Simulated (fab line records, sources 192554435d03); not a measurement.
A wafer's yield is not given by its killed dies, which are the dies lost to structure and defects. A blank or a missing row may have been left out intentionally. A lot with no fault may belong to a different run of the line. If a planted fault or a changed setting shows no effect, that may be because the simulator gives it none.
fab line records | flow n5-finfet
record lots=24 wafers=72 last-day=19
route steps=1938 shown BEOL_M14@1767 BEOL_M15@1784
lots that met no fault: taken from a fault-free run of the same line
start-h: the number of hours between the record's first day and the start of the first shown wafer of the lot | wait-h: how many hours have passed since the lot's step before this one | " identical to the entry in the row above | L1.1+2: a single row standing in for several wafers | - no value, or no start given | * or withheld: withheld | < > ~ a bound
route shown NAME@n: a module of which the file shows steps, and the number in the route of the first | usual: mean/standard deviation of fault-free wafers | same: alike in all rows | chamber/n: place in a boat | sites: the reading at each site | _std_site: standard deviation across them | _edge_site: the outer-site mean with the inner-site mean subtracted | radius-mm: how far each site lies from the wafer's centre | mask NAME#n: copy n | behind: the tool/chamber that last shaped the wafer | hold: reason for holding the lot/hours on hold/outcome of the hold | device: the n, p or np transistor that did not switch | end of line: tests run on the same wafers once the route is complete | for a step that has no rows: nothing shown but its recipe | killed: not the wafer's yield, but the dies lost to structure and defects at the first sort | map: a wafer's dies, x killed, . not, _ none there
set.NAME: the setting as run; set.NAME@STEP: as run at that earlier step | model.NAME: the simulator's own value behind a step, which no gauge read
steps of the route over a sample of lots; a table a step, a row a wafer
services: the hour from which a tool's chamber was out of use, counted from the record's first day as start-h (under 0 if before that day), plus the number of hours and why
## steps
# step N5_BEOL_M14_CMP_49
# recipe stop-on=SiO2 t-overpolish-s=5.2 down-force-psi=2 platen-rpm=80 clearing-platen-down-force-psi=2 clearing-platen-rpm=80 post-cmp-clean=cu-alkaline target-thk-nm=560 clearing-platen-pad-velocity-m-s=1.5917 pad-velocity-m-s=1.5917
# usual barrier-field-endpoint-s=11.37/0.2 motor-current-A=8.2/0.57 overpolish-run-s=5.199/0.0093 time-to-endpoint-s=121.4/3
# columns lot.wafer tool chamber start-h wait-h barrier-field-endpoint-s motor-current-A overpolish-run-s time-to-endpoint-s
L074.2 cmp-01 0 275.47 0.3 11.52 8.0 5.206 124.5
L074.3 " 1 " " 11.13 8.5 5.194 120.3
L074.5 " 2 " " 11.60 7.9 5.209 123.2
L075.4 cmp-04 3 287.32 0.3 11.40 8.8 5.200 120.1
L075.2 " 1 " " 11.59 8.2 5.196 122.7
L075.6 " 3 " " 11.31 8.7 5.207 122.7
L077.2 cmp-04 0 293.40 0.2 11.45 9.1 5.184 125.6
L077.4 " 1 " " 11.38 8.3 5.200 124.2
L077.6 " 0 " " 11.26 8.6 5.185 125.5
L076.1 cmp-02 2 308.10 0.3 11.16 8.3 5.192 121.1
L076.2 " 1 " " 11.24 7.5 5.205 121.0
L076.5 " 3 " " 11.33 8.5 5.191 124.6
L078.3 cmp-04 0 309.58 0.2 11.46 8.9 5.201 120.7
L078.2 " 1 " " 11.41 8.6 5.210 122.9
L078.5 " 3 " " 11.20 8.5 5.182 119.8
L079.2 cmp-01 2 312.99 0.2 11.32 7.6 5.199 119.0
L079.1 " 0 " " 11.22 8.1 5.207 122.6
L079.4 " 1 " " 10.82 9.0 5.204 113.6
L080.3 cmp-04 1 317.57 0.2 11.17 8.1 5.208 119.4
L080.5 " 0 " " 11.08 9.1 5.204 121.4
L080.6 " 1 " " 10.85 8.3 5.205 114.5
L081.3 cmp-01 3 329.83 0.2 11.54 8.7 5.212 125.0
L081.2 " 0 " " 11.52 8.3 5.203 121.3
L081.5 " 2 " " 11.53 7.4 5.224 122.6
L082.1 cmp-01 1 335.97 0.3 11.26 8.9 5.183 115.6
L082.3 " 3 " " 11.22 8.7 5.191 118.8
L082.4 " 0 " " 11.63 8.0 5.193 123.7
L083.1 cmp-01 2 339.63 0.3 11.45 7.5 5.206 120.7
L083.3 " 0 " " 11.48 8.1 5.199 121.3
L083.5 " 3 " " 11.33 8.5 5.200 119.1
L086.4 cmp-01 0 342.60 0.1 11.54 7.7 5.209 120.5
L086.1 " 2 " " 11.13 7.6 5.186 119.2
L086.3 " 3 " " 11.28 9.0 5.204 121.6
L084.2 cmp-04 0 345.78 0.2 11.59 8.8 5.209 121.0
L084.4 " 1 " " 11.82 8.1 5.203 124.8
L084.6 " 3 " " 11.46 8.4 5.201 120.3
L085.4 cmp-04 2 359.17 0.1 11.22 7.1 5.191 123.9
L085.1 " 3 " " 11.13 8.9 5.214 120.3
L085.5 " 2 " " 11.45 7.0 5.190 122.8
L087.2 cmp-01 2 365.46 0.2 11.61 7.6 5.199 122.0
L087.1 " 3 " " 11.58 8.6 5.192 125.8
L087.5 " 2 " " 11.26 7.7 5.192 118.5
L088.2 cmp-02 2 370.11 0.2 11.41 7.7 5.194 121.0
L088.3 " 1 " " 11.27 7.9 5.199 119.0
L088.5 " 2 " " 11.11 7.9 5.218 117.6
L089.4 cmp-02 3 372.48 0.1 11.68 8.1 5.187 127.5
L089.2 " 0 " " 11.53 8.3 5.209 123.3
L089.3 " 1 " " 11.40 7.7 5.185 124.3
L090.3 cmp-01 1 376.14 0.2 11.33 9.1 5.207 117.9
L090.1 " 2 " " 11.78 7.9 5.184 122.0
L090.6 " 1 " " 11.32 8.6 5.188 120.8
L092.1 cmp-02 1 391.40 0.4 11.26 7.9 5.204 121.6
L092.6 " 1 " " 11.49 7.7 5.193 126.8
L092.5 " 2 " " 11.16 7.9 5.193 117.3
L093.2 cmp-01 2 391.53 0.2 11.21 8.0 5.215 118.3
L093.4 " 0 " " 11.56 7.6 5.198 119.7
L093.6 " 3 " " 11.52 8.8 5.198 119.4
L091.2 cmp-02 3 391.63 0.3 11.12 8.8 5.194 123.3
L091.6 " 3 " " 10.99 8.2 5.207 122.3
L091.5 " 0 " " 11.29 8.0 5.200 122.1
L094.2 cmp-01 1 394.58 0.2 11.13 9.0 5.196 114.9
L094.6 " 0 " " 11.46 7.9 5.199 119.3
L094.5 " 1 " " 11.20 8.9 5.209 117.6
L095.2 cmp-02 2 405.22 0.2 11.78 7.8 5.204 124.0
L095.5 " 1 " " 11.75 7.6 5.204 124.3
L095.6 " 2 " " 11.33 8.2 5.200 122.7
L097.2 cmp-01 0 424.56 0.2 11.57 8.1 5.212 119.4
L097.3 " 1 " " 11.22 9.4 5.200 118.6
L097.5 " 0 " " 11.48 7.9 5.205 122.7
L096.1 cmp-04 0 429.89 0.3 11.70 8.5 5.206 126.8
L096.3 " 2 " " 11.40 6.9 5.192 120.3
L096.4 " 3 " " 11.34 8.6 5.199 120.1
# step N5_BEOL_M14_DEP_53
# recipe material=SiCN target-thk-a=500 temp-c=withheld precursor=3MS/NH3 pressure-torr=3 rf-w=675 time-s=17.8
# usual showerhead-plenum-p-Torr=4.162/0.026 throttle-valve-pct=18.5/0.61
# columns lot.wafer tool chamber start-h wait-h showerhead-plenum-p-Torr throttle-valve-pct
L074.2 pecvd-03 2 275.75 0.0 4.147 17.9
L074.3 " 0 " " 4.177 18.5
L074.5 " 2 " " 4.135 17.9
L075.2 pecvd-01 1 287.67 0.0 4.161 19.9
L075.4 " 2 " " 4.218 19.2
L075.6 " 1 " " 4.152 19.8
L077.2 pecvd-04 0 293.76 0.0 4.160 18.0
L077.4 " 0 " " 4.150 17.9
L077.6 " 2 " " 4.138 17.8
L076.1 pecvd-03 1 308.45 0.0 4.149 18.6
L076.2 " 2 " " 4.144 18.3
L076.5 " 0 " " 4.178 18.6
L078.2 pecvd-01 1 309.89 0.0 4.149 19.9
L078.3 " 2 " " 4.199 19.1
L078.5 " 0 " " 4.181 18.7
L079.1 pecvd-01 1 313.36 0.0 4.162 19.9
L079.2 " 2 " " 4.205 19.0
L079.4 " 0 " " 4.187 18.7
L080.3 pecvd-04 2 317.89 0.0 4.145 17.8
L080.5 " 1 " " 4.129 18.2
L080.6 " 0 " " 4.166 18.1
L081.2 pecvd-04 0 330.17 0.0 4.167 17.9
L081.3 " 2 " " 4.118 17.8
L081.5 " 2 " " 4.126 17.9
L082.1 pecvd-03 2 336.33 0.0 4.160 17.8
L082.3 " 0 " " 4.181 18.5
L082.4 " 0 " " 4.176 18.9
L083.1 pecvd-01 0 339.99 0.0 4.180 18.6
L083.3 " 2 " " 4.218 19.2
L083.5 " 1 " " 4.163 19.8
L086.1 pecvd-04 2 342.96 0.0 4.129 17.7
L086.3 " 0 " " 4.168 18.0
L086.4 " 0 " " 4.156 18.1
L084.2 pecvd-03 1 346.10 0.0 4.145 18.7
L084.4 " 0 " " 4.179 18.6
L084.6 " 1 " " 4.141 18.5
L085.1 pecvd-03 0 359.53 0.0 4.189 18.6
L085.4 " 1 " " 4.143 18.1
L085.5 " 2 " " 4.155 18.1
L087.1 pecvd-04 0 365.78 0.0 4.154 17.9
L087.2 " 1 " " 4.138 18.3
L087.5 " 0 " " 4.151 18.0
L088.2 pecvd-01 2 370.48 0.0 4.211 19.2
L088.3 " 1 " " 4.154 19.8
L088.5 " 2 " " 4.215 19.3
L089.2 pecvd-01 2 372.84 0.0 4.211 19.6
L089.3 " 1 " " 4.164 20.0
L089.4 " 0 " " 4.184 18.7
L090.1 pecvd-03 1 376.46 0.0 4.131 18.5
L090.3 " 0 " " 4.176 18.9
L090.6 " 2 " " 4.152 17.9
L092.1 pecvd-03 0 391.76 0.0 4.190 18.6
L092.5 " 0 " " 4.180 18.2
L092.6 " 1 " " 4.141 18.6
L093.2 pecvd-03 0 391.89 0.0 4.183 18.8
L093.4 " 1 " " 4.150 18.5
L093.6 " 0 " " 4.177 18.6
L091.2 pecvd-04 1 391.99 0.0 4.141 18.5
L091.5 " 2 " " 4.131 18.1
L091.6 " 0 " " 4.162 18.4
L094.2 pecvd-01 2 394.91 0.0 4.210 19.5
L094.5 " 0 " " 4.188 18.9
L094.6 " 2 " " 4.220 19.7
L095.2 pecvd-03 0 405.56 0.0 4.184 18.6
L095.5 " 0 " " 4.186 18.5
L095.6 " 2 " " 4.151 17.8
L097.2 pecvd-04 1 424.92 0.0 4.135 18.3
L097.3 " 0 " " 4.147 18.2
L097.5 " 1 " " 4.133 18.3
L096.1 pecvd-04 1 430.25 0.0 4.134 18.1
L096.3 " 2 " " 4.138 18.1
L096.4 " 0 " " 4.160 18.1
# step N5_BEOL_M14_RS_MEAS_54
# recipe thk-meas-gauge=four-point-probe reads=Cu_of_BEOL_M14_ECD_47+Ta_of_BEOL_M14_SPUTTER_44+TaN_of_BEOL_M14_SPUTTER_43
# usual M14_RS=0.0333/0.00054
# columns lot.wafer tool chamber start-h wait-h M14_RS[ohm/sq]
L074.2 film-metro-02 - 275.82 0.1 0.0338
L074.3 " - " " 0.0339
L074.5 " - " " 0.0338
L075.2 film-metro-01 - 287.74 0.1 0.0344
L075.4 " - " " 0.0338
L075.6 " - " " 0.0332
L077.2 film-metro-01 - 293.83 0.1 0.0336
L077.4 " - " " 0.0330
L077.6 " - " " 0.0330
L076.1 film-metro-01 - 308.52 0.0 0.0337
L076.2 " - " " 0.0329
L076.5 " - " " 0.0337
L078.2 film-metro-02 - 309.96 0.1 0.0335
L078.3 " - " " 0.0333
L078.5 " - " " 0.0329
L079.1 film-metro-01 - 313.43 0.0 0.0339
L079.2 " - " " 0.0325
L079.4 " - " " 0.0331
L080.3 film-metro-01 - 317.96 0.1 0.0339
L080.5 " - " " 0.0327
L080.6 " - " " 0.0334
L081.2 film-metro-02 - 330.25 0.1 0.0343
L081.3 " - " " 0.0339
L081.5 " - " " 0.0336
L082.1 film-metro-01 - 336.39 0.0 0.0337
L082.3 " - " " 0.0338
L082.4 " - " " 0.0332
L083.1 film-metro-02 - 340.05 0.0 0.0340
L083.3 " - " " 0.0328
L083.5 " - " " 0.0327
L086.1 film-metro-01 - 343.03 0.0 0.0335
L086.3 " - " " 0.0336
L086.4 " - " " 0.0329
L084.2 film-metro-01 - 346.18 0.1 0.0334
L084.4 " - " " 0.0332
L084.6 " - " " 0.0330
L085.1 film-metro-01 - 359.60 0.0 0.0332
L085.4 " - " " 0.0337
L085.5 " - " " 0.0342
L087.1 film-metro-02 - 365.85 0.0 0.0345
L087.2 " - " " 0.0336
L087.5 " - " " 0.0331
L088.2 film-metro-02 - 370.56 0.1 0.0337
L088.3 " - " " 0.0335
L088.5 " - " " 0.0338
L089.2 film-metro-01 - 372.91 0.1 0.0335
L089.3 " - " " 0.0334
L089.4 " - " " 0.0331
L090.1 film-metro-01 - 376.53 0.0 0.0343
L090.3 " - " " 0.0333
L090.6 " - " " 0.0342
L092.1 film-metro-01 - 391.83 0.0 0.0328
L092.5 " - " " 0.0329
L092.6 " - " " 0.0330
L093.2 film-metro-02 - 391.96 0.1 0.0332
L093.4 " - " " 0.0335
L093.6 " - " " 0.0330
L091.2 film-metro-01 - 392.05 0.1 0.0330
L091.5 " - " " 0.0331
L091.6 " - " " 0.0331
L094.2 film-metro-01 - 395.00 0.1 0.0331
L094.5 " - " " 0.0321
L094.6 " - " " 0.0330
L095.2 film-metro-01 - 405.64 0.1 0.0335
L095.5 " - " " 0.0325
L095.6 " - " " 0.0329
L097.2 film-metro-02 - 424.98 0.1 0.0334
L097.3 " - " " 0.0335
L097.5 " - " " 0.0323
L096.1 film-metro-02 - 430.32 0.0 0.0322
L096.3 " - " " 0.0335
L096.4 " - " " 0.0335
# step N5_BEOL_M15_OVL_MEAS_11
# recipe points-per-wafer=44
# usual V14_OVL=-2/4.7
# columns lot.wafer tool chamber start-h wait-h V14_OVL[nm]
L074.2 overlay-02 0 276.46 0.0 -5
L074.3 " 0 " " -7
L074.5 " 0 " " 2
L075.2 overlay-01 0 288.52 0.0 -4
L075.4 " 0 " " -7
L075.6 " 0 " " -7
L077.2 overlay-01 0 294.47 0.0 4
L077.4 " 0 " " 0
L077.6 " 0 " " 0
L076.1 overlay-01 0 309.29 0.0 8
L076.2 " 0 " " -1
L076.5 " 0 " " 6
L078.2 overlay-01 0 310.73 0.0 2
L078.3 " 0 " " 4
L078.5 " 0 " " 8
L079.1 overlay-01 0 314.20 0.0 -7
L079.2 " 0 " " -8
L079.4 " 0 " " -9
L080.3 overlay-02 0 318.60 0.0 4
L080.5 " 0 " " 2
L080.6 " 0 " " 0
L081.2 overlay-01 0 331.15 0.0 -3
L081.3 " 0 " " -9
L081.5 " 0 " " -5
L082.1 overlay-01 0 337.16 0.0 -6
L082.3 " 0 " " -8
L082.4 " 0 " " -7
L083.1 overlay-02 0 340.82 0.0 -3
L083.3 " 0 " " -7
L083.5 " 0 " " -13
L086.1 overlay-02 0 343.67 0.0 1
L086.3 " 0 " " -4
L086.4 " 0 " " 5
L084.2 overlay-02 0 346.96 0.0 -4
L084.4 " 0 " " -10
L084.6 " 0 " " -9
L085.1 overlay-01 0 360.37 0.0 0
L085.4 " 0 " " 5
L085.5 " 0 " " -1
L087.1 overlay-01 0 366.62 0.0 -10
L087.2 " 0 " " -3
L087.5 " 0 " " -9
L088.2 overlay-02 0 371.33 0.0 -3
L088.3 " 0 " " -5
L088.5 " 0 " " 3
L089.2 overlay-02 0 373.68 0.0 -2
L089.3 " 0 " " 1
L089.4 " 0 " " -4
L090.1 overlay-01 0 377.18 0.0 -9
L090.3 " 0 " " -5
L090.6 " 0 " " -3
L092.1 overlay-01 0 392.60 0.0 -4
L092.5 " 0 " " 0
L092.6 " 0 " " -2
L093.2 overlay-01 0 392.76 0.0 -4
L093.4 " 0 " " 3
L093.6 " 0 " " -8
L091.2 overlay-02 0 392.79 0.0 -3
L091.5 " 0 " " -4
L091.6 " 0 " " -3
L094.2 overlay-02 0 395.65 0.0 -8
L094.5 " 0 " " -4
L094.6 " 0 " " -9
L095.2 overlay-01 0 406.29 0.0 1
L095.5 " 0 " " -2
L095.6 " 0 " " 4
L097.2 overlay-02 0 425.63 0.0 1
L097.3 " 0 " " 1
L097.5 " 0 " " 1
L096.1 overlay-01 0 430.96 0.0 -4
L096.3 " 0 " " -4
L096.4 " 0 " " 1
# step N5_BEOL_M15_ETCH_57
# recipe chemistry=N2/H2 target=SOC source-w=3000 bias-w=350 time-s=750 ion-energy-ev=200 pressure-mtorr=30 n2-flow-sccm=200 h2-flow-sccm=200
# usual drypump-motor-current-A=5.8/0.64 oes-product-au=0.80/0.074 rf-vpp-V=523.9/2.5 showerhead-plenum-p-Torr=2.55/0.084 throttle-valve-pct=17.76/0.2
# columns lot.wafer tool chamber start-h wait-h drypump-motor-current-A oes-product-au rf-hours-counter-h rf-vpp-V showerhead-plenum-p-Torr throttle-valve-pct
L074.2 rie-diel-01 1 277.12 - 6.8 0.79 111 525.7 2.56 17.75
L074.3 " 0 " " 5.5 0.81 101 523.9 2.57 17.67
L074.5 " 3 " " 5.4 0.87 - 523.6 2.48 17.40
L075.2 rie-diel-06 2 289.45 - 6.6 0.88 41 524.4 2.59 17.84
L075.4 " 3 " " 5.1 0.69 - 519.7 2.40 18.23
L075.6 " 0 " " 6.3 0.85 - 523.1 2.59 17.64
L077.2 rie-diel-04 2 295.13 - 6.2 0.73 163 521.7 2.43 18.06
L077.4 " 3 " " 5.8 0.85 59 524.8 2.57 17.61
L077.6 " 3 " " 5.8 0.84 - 524.4 2.57 17.62
L076.1 rie-diel-04 2 309.95 - 6.2 0.73 167 521.3 2.43 18.05
L076.2 " 1 " " 5.9 0.73 184 526.9 2.64 17.91
L076.5 " 2 " " 6.2 0.73 - 521.4 2.43 18.05
L078.2 rie-diel-01 1 311.40 - 6.8 0.77 122 524.5 2.56 17.76
L078.3 " 0 " " 5.5 0.79 111 523.8 2.56 17.68
L078.5 " 0 " " 5.4 0.79 - 524.8 2.57 17.69
L079.1 rie-diel-01 1 314.87 - 6.8 0.78 123 523.6 2.56 17.78
L079.2 " 0 " " 5.4 0.79 113 523.2 2.56 17.68
L079.4 " 3 " " 5.4 0.86 42 523.1 2.48 17.41
L080.3 rie-diel-06 3 319.42 - 5.1 0.69 245 520.4 2.40 18.24
L080.5 " 0 " " 6.3 0.85 - 524.8 2.58 17.66
L080.6 " 3 " " 5.1 0.67 - 520.2 2.40 18.22
L081.2 rie-diel-06 3 332.38 - 5.1 0.68 250 519.3 2.40 18.25
L081.3 " 2 " " 6.6 0.86 53 525.9 2.58 17.85
L081.5 " 2 " " 6.6 0.86 - 523.6 2.58 17.87
L082.1 rie-diel-01 3 338.06 - 5.4 0.83 49 522.0 2.47 17.43
L082.3 " 0 " " 5.5 0.78 120 523.5 2.56 17.70
L082.4 " 2 " " 4.9 0.72 192 520.3 2.42 17.87
L083.1 rie-diel-01 0 341.48 - 5.5 0.78 121 523.7 2.56 17.70
L083.3 " 2 " " 4.9 0.72 193 519.3 2.42 17.87
L083.5 " 0 " " 5.5 0.78 - 524.5 2.56 17.72
L086.1 rie-diel-06 2 344.38 - 6.6 0.85 58 525.4 2.58 17.86
L086.3 " 1 " " 4.9 0.69 248 523.8 2.50 17.87
L086.4 " 0 " " 6.3 0.83 - 524.1 2.58 17.66
L084.2 rie-diel-06 1 348.49 - 5.0 0.70 251 523.3 2.50 17.88
L084.4 " 2 " " 6.6 0.85 - 523.8 2.58 17.89
L084.6 " 0 " " 6.3 0.84 - 524.9 2.58 17.67
L085.1 rie-diel-06 2 361.03 - 6.6 0.85 65 523.8 2.58 17.89
L085.4 " 2 " " 6.6 0.84 - 525.2 2.58 17.89
L085.5 " 3 " " 5.1 0.99 - 528.7 2.72 17.78
L087.1 rie-diel-01 1 367.28 - 6.8 0.75 138 525.5 2.55 17.80
L087.2 " 3 " " 5.4 0.83 57 522.1 2.47 17.44
L087.5 " 1 " " 6.8 0.76 - 523.1 2.55 17.80
L088.2 rie-diel-04 2 372.05 - 6.3 0.73 186 520.5 2.42 18.08
L088.3 " 1 " " 5.9 0.72 203 525.1 2.63 17.95
L088.5 " 0 " " 5.4 0.86 - 528.0 2.69 17.61
L089.2 rie-diel-01 1 374.34 - 6.7 0.76 140 524.2 2.55 17.81
L089.3 " 0 " " 5.4 0.78 129 523.2 2.56 17.72
L089.4 " 3 " " 5.4 0.82 59 522.1 2.47 17.43
L090.1 rie-diel-04 0 377.83 - 5.3 0.85 71 525.2 2.69 17.61
L090.3 " 2 " " 6.2 0.72 188 520.5 2.42 18.08
L090.6 " 0 " " 5.3 0.85 - 527.6 2.69 17.60
L092.1 rie-diel-06 3 393.33 - 5.1 0.95 13 530.2 2.71 17.82
L092.5 " 1 " " 5.0 0.96 - 522.9 2.49 17.44
L092.6 " 2 " " 6.6 0.82 - 524.6 2.57 17.90
L093.2 rie-diel-01 2 393.49 - 4.8 0.70 210 520.3 2.42 17.91
L093.4 " 0 " " 5.5 0.77 136 524.9 2.55 17.74
L093.6 " 0 " " 5.4 0.77 - 524.1 2.55 17.71
L091.2 rie-diel-04 1 393.61 - 5.9 0.71 209 525.3 2.63 17.95
L091.5 " 3 " " 5.9 0.82 - 525.2 2.56 17.65
L091.6 " 0 " " 5.4 0.85 - 527.3 2.69 17.62
L094.2 rie-diel-06 1 396.30 - 5.0 0.96 7 522.1 2.49 17.46
L094.5 " 1 " " 4.9 0.96 - 521.9 2.49 17.45
L094.6 " 2 " " 6.6 0.82 - 525.0 2.57 17.92
L095.2 rie-diel-04 3 406.97 - 5.9 0.81 91 523.9 2.56 17.66
L095.5 " 2 " " 6.2 0.71 - 521.3 2.42 18.10
L095.6 " 3 " " 5.8 0.81 - 525.2 2.56 17.66
L097.2 rie-diel-06 1 426.28 - 4.9 0.93 15 522.6 2.49 17.46
L097.3 " 2 " " 6.6 0.83 88 523.9 2.57 17.92
L097.5 " 3 " " 5.1 0.92 - 529.8 2.71 17.84
L096.1 rie-diel-06 2 431.79 - 6.6 0.82 89 524.7 2.57 17.92
L096.3 " 3 " " 5.1 0.92 24 528.4 2.71 17.85
L096.4 " 1 " " 5.0 0.93 17 520.6 2.49 17.48
# step N5_BEOL_M15_THK_MEAS_50
# recipe thk-meas-gauge=xrf reads=Cu_of_BEOL_M15_ECD_47
# usual M15_THK=859/12
# columns lot.wafer tool chamber start-h wait-h M15_THK[nm]
L074.2 film-metro-02 - 282.33 - 856
L074.3 " - " " 866
L074.5 " - " " 861
L075.2 film-metro-02 - 293.38 - 852
L075.4 " - " " 862
L075.6 " - " " 869
L077.2 film-metro-01 - 299.45 - 849
L077.4 " - " " 878
L077.6 " - " " 873
L078.2 film-metro-02 - 314.82 - 864
L078.3 " - " " 879
L078.5 " - " " 858
L076.1 film-metro-01 - 317.62 - 863
L076.2 " - " " 851
L076.5 " - " " 869
L079.1 film-metro-02 - 318.09 - 850
L079.2 " - " " 853
L079.4 " - " " 875
L080.3 film-metro-01 - 326.17 - 865
L080.5 " - " " 881
L080.6 " - " " 866
L081.2 film-metro-02 - 336.46 - 863
L081.3 " - " " 859
L081.5 " - " " 865
L082.1 film-metro-02 - 342.14 - 866
L082.3 " - " " 863
L082.4 " - " " 871
L083.1 film-metro-01 - 345.99 - 855
L083.3 " - " " 858
L083.5 " - " " 867
L086.1 film-metro-01 - 349.07 - 861
L086.3 " - " " 842
L086.4 " - " " 858
L084.2 film-metro-01 - 353.29 - 841
L084.4 " - " " 854
L084.6 " - " " 858
L085.1 film-metro-01 - 365.18 - 881
L085.4 " - " " 866
L085.5 " - " " 882
L087.1 film-metro-02 - 372.24 - 864
L087.2 " - " " 858
L087.5 " - " " 851
L088.2 film-metro-02 - 377.58 - 865
L088.3 " - " " 857
L088.5 " - " " 861
L089.2 film-metro-01 - 378.00 - 851
L089.3 " - " " 868
L089.4 " - " " 849
L090.1 film-metro-01 - 380.76 - 861
L090.3 " - " " 850
L090.6 " - " " 853
L092.1 film-metro-01 - 401.20 - 862
L092.5 " - " " 862
L092.6 " - " " 874
L093.2 film-metro-02 - 401.59 - 831
L093.4 " - " " 828
L093.6 " - " " 835
L091.2 film-metro-02 - 402.05 - 861
L091.5 " - " " 855
L091.6 " - " " 843
L094.2 film-metro-02 - 402.32 - 838
L094.5 " - " " 846
L094.6 " - " " 863
L095.2 film-metro-02 - 409.82 - 857
L095.5 " - " " 871
L095.6 " - " " 857
L097.2 film-metro-01 - 429.92 - 863
L097.3 " - " " 866
L097.5 " - " " 858
L096.1 film-metro-02 - 435.63 - 843
L096.3 " - " " 854
L096.4 " - " " 855
## services
# columns tool chamber start-h hours kind
rie-diel-04 2 255.92 2.1 repair
cmp-04 - 257.06 1.3 repair
rie-diel-01 3 261.33 9.2 repair
pecvd-01 - 274.98 0.7 repair
cmp-02 - 283.74 4.0 pm
cmp-01 - 298.50 4.0 pm
cmp-01 - 302.50 - consumable-replace:conditioner
cmp-01 - 302.50 - consumable-replace:pad
cmp-01 - 304.50 4.9 pm
rie-diel-01 - 326.60 0.4 repair
rie-diel-06 3 333.41 3.6 repair
rie-diel-01 - 344.99 2.8 pm
cmp-04 - 365.41 1.9 repair
pecvd-01 - 365.75 2.3 repair
cmp-04 - 368.28 0.4 repair
rie-diel-01 1 375.05 1.9 repair
rie-diel-06 3 387.37 2.9 repair
cmp-04 - 393.82 4.0 pm
pecvd-04 - 398.77 2.8 pm
pecvd-03 1 400.93 6.8 repair
cmp-01 - 410.36 2.1 repair
pecvd-04 0 410.91 11.7 repair
pecvd-01 - 417.99 1.7 repair
cmp-04 - 418.29 0.6 repair
## key
fault none
